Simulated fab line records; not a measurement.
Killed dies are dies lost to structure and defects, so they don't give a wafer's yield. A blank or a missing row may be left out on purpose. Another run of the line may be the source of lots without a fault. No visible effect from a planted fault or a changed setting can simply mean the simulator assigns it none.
Matching of chambers ; flow nand harc ; NHARC_A_M0_ETCH_34 on rie diel-04: 4 sister chambers
The step etches the open film in N2/H2, target depth 40 nm, overetch 12 nm, time 43.94 s. 14 wafers are shown with their chamber, then 7 later ones without.

## WAFERS PAIRED WITH THEIR CHAMBERS
wafer;chamber;showerhead plenum p Torr (Torr);drypump motor current A (A);rf vpp V (V)
L386.1;1;1.89;5.69;426.9
L386.4;3;2.17;5.69;433.3
L386.6;2;2.02;5.26;429.7
L383.2;2;2.02;5.24;428.9
L383.5;0;2.13;5.61;433.0
L383.6;1;1.89;5.71;425.7
L388.1;0;2.13;5.64;433.4
L388.2;3;2.17;5.70;433.6
L388.5;2;2.02;5.23;430.5
L397.1;2;2.01;5.25;429.8
L397.4;1;1.89;5.70;427.4
L397.6;1;1.89;5.71;426.7
L398.1;1;1.89;5.72;425.7
L398.2;0;2.13;5.66;434.7

SIGNATURES (averages over the wafers above)
reading;chamber 0;chamber 1;chamber 2;chamber 3;scatter within a chamber
showerhead plenum p Torr;2.1300;1.8900;2.0175;2.1700;0.00274
drypump motor current A;5.6367;5.7060;5.2450;5.6950;0.0153
rf vpp V;433.700;426.480;429.725;433.450;0.721
Rule: for a wafer and a chamber, the distance is found by dividing, reading by reading, the gap between the wafer's reading and the chamber's mean by the reading's scatter, squaring, summing and taking the root. If the next closest chamber is less than 2 further off than the closest, the wafer can't be placed; otherwise it belongs to the closest. The scatter: take each reading less its chamber's mean, square it, sum over the shown wafers, divide by the number of wafers less the number of chambers, and take the root.

## WAFERS WITH NO CHAMBER GIVEN
wafer;showerhead plenum p Torr (Torr);drypump motor current A (A);rf vpp V (V)
L398.3;2.01;5.24;430.1
L396.1;2.17;5.70;433.4
L396.3;2.13;5.63;433.5
L396.6;2.13;5.62;433.2
L402.3;2.17;5.70;434.4
L402.4;1.89;5.71;425.4
L402.5;2.17;5.70;435.5

## EACH ONE'S CHAMBER
wafer;from the rows above;in truth
L398.3;2;2
L396.1;3;3
L396.3;0;0
L396.6;0;0
L402.3;3;3
L402.4;1;1
L402.5;3;3
Correctly placed: 7 of 7. From these rows, 0 cannot be placed. Placed wrongly: 0.
